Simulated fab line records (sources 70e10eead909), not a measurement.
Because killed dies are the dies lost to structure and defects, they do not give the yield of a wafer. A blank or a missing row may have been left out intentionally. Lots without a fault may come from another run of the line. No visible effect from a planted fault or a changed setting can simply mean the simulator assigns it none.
Matching of chambers / flow nand_harc / NHARC_P_M1_DESCUM_14 on rie_diel-08: 4 sister chambers
The step chemistry O2, time 3 s. 16 wafers are shown with their chamber, then 8 later ones without.

== WAFERS, EACH WITH ITS CHAMBER ==
wafer=L076.1; chamber=0; drypump_motor_current_A (A)=5.77; oes_product_au (a.u.)=0.984; throttle_valve_pct (%)=11.317
wafer=L076.3; chamber=3; drypump_motor_current_A (A)=5.92; oes_product_au (a.u.)=1.008; throttle_valve_pct (%)=11.319
wafer=L076.5; chamber=2; drypump_motor_current_A (A)=6.27; oes_product_au (a.u.)=0.985; throttle_valve_pct (%)=11.303
wafer=L079.3; chamber=0; drypump_motor_current_A (A)=5.80; oes_product_au (a.u.)=0.983; throttle_valve_pct (%)=11.316
wafer=L079.5; chamber=2; drypump_motor_current_A (A)=6.27; oes_product_au (a.u.)=0.990; throttle_valve_pct (%)=11.316
wafer=L079.6; chamber=3; drypump_motor_current_A (A)=5.94; oes_product_au (a.u.)=0.989; throttle_valve_pct (%)=11.314
wafer=L080.1; chamber=3; drypump_motor_current_A (A)=5.94; oes_product_au (a.u.)=1.016; throttle_valve_pct (%)=11.304
wafer=L080.4; chamber=0; drypump_motor_current_A (A)=5.79; oes_product_au (a.u.)=0.999; throttle_valve_pct (%)=11.325
wafer=L080.6; chamber=0; drypump_motor_current_A (A)=5.82; oes_product_au (a.u.)=0.992; throttle_valve_pct (%)=11.317
wafer=L082.2; chamber=2; drypump_motor_current_A (A)=6.27; oes_product_au (a.u.)=0.999; throttle_valve_pct (%)=11.318
wafer=L082.3; chamber=0; drypump_motor_current_A (A)=5.78; oes_product_au (a.u.)=1.006; throttle_valve_pct (%)=11.303
wafer=L082.5; chamber=0; drypump_motor_current_A (A)=5.81; oes_product_au (a.u.)=0.998; throttle_valve_pct (%)=11.315
wafer=L090.3; chamber=1; drypump_motor_current_A (A)=5.64; oes_product_au (a.u.)=0.994; throttle_valve_pct (%)=11.318
wafer=L090.5; chamber=1; drypump_motor_current_A (A)=5.60; oes_product_au (a.u.)=0.995; throttle_valve_pct (%)=11.308
wafer=L090.6; chamber=2; drypump_motor_current_A (A)=6.27; oes_product_au (a.u.)=0.997; throttle_valve_pct (%)=11.317
wafer=L092.1; chamber=1; drypump_motor_current_A (A)=5.71; oes_product_au (a.u.)=0.992; throttle_valve_pct (%)=11.309

SIGNATURES (averages over the wafers above)
reading=drypump_motor_current_A; chamber 0=5.7950; chamber 1=5.6500; chamber 2=6.2700; chamber 3=5.9333; scatter within a chamber=0.0262
reading=oes_product_au; chamber 0=0.99367; chamber 1=0.99367; chamber 2=0.99275; chamber 3=1.00433; scatter within a chamber=0.00877
reading=throttle_valve_pct; chamber 0=11.31550; chamber 1=11.31167; chamber 2=11.31350; chamber 3=11.31233; scatter within a chamber=0.00694
Rule: a wafer lies at a distance from a chamber equal to the root of the sum of squares, over the readings, of (its reading less the chamber's mean, divided by the reading's scatter). The wafer belongs to the nearest chamber; if the next one is less than 2 further off, it can't be placed. The scatter: take each reading less its chamber's mean, square it, sum over the shown wafers, divide by the number of wafers less the number of chambers, and take the root.

== WAFERS WHOSE CHAMBER IS MISSING ==
wafer=L092.3; drypump_motor_current_A (A)=5.80; oes_product_au (a.u.)=0.991; throttle_valve_pct (%)=11.325
wafer=L092.4; drypump_motor_current_A (A)=6.25; oes_product_au (a.u.)=0.998; throttle_valve_pct (%)=11.319
wafer=L093.1; drypump_motor_current_A (A)=5.82; oes_product_au (a.u.)=1.005; throttle_valve_pct (%)=11.313
wafer=L093.2; drypump_motor_current_A (A)=6.26; oes_product_au (a.u.)=0.993; throttle_valve_pct (%)=11.309
wafer=L093.6; drypump_motor_current_A (A)=5.91; oes_product_au (a.u.)=1.011; throttle_valve_pct (%)=11.314
wafer=L094.2; drypump_motor_current_A (A)=5.92; oes_product_au (a.u.)=1.021; throttle_valve_pct (%)=11.329
wafer=L094.3; drypump_motor_current_A (A)=6.29; oes_product_au (a.u.)=0.993; throttle_valve_pct (%)=11.319
wafer=L094.4; drypump_motor_current_A (A)=5.66; oes_product_au (a.u.)=0.999; throttle_valve_pct (%)=11.320

== EACH ONE'S CHAMBER ==
wafer=L092.3; from the rows above=0; in truth=0
wafer=L092.4; from the rows above=2; in truth=2
wafer=L093.1; from the rows above=0; in truth=0
wafer=L093.2; from the rows above=2; in truth=2
wafer=L093.6; from the rows above=3; in truth=3
wafer=L094.2; from the rows above=3; in truth=3
wafer=L094.3; from the rows above=2; in truth=2
wafer=L094.4; from the rows above=1; in truth=1
Correctly placed: 8 of 8. From these rows, 0 cannot be placed. Number placed wrongly: 0.
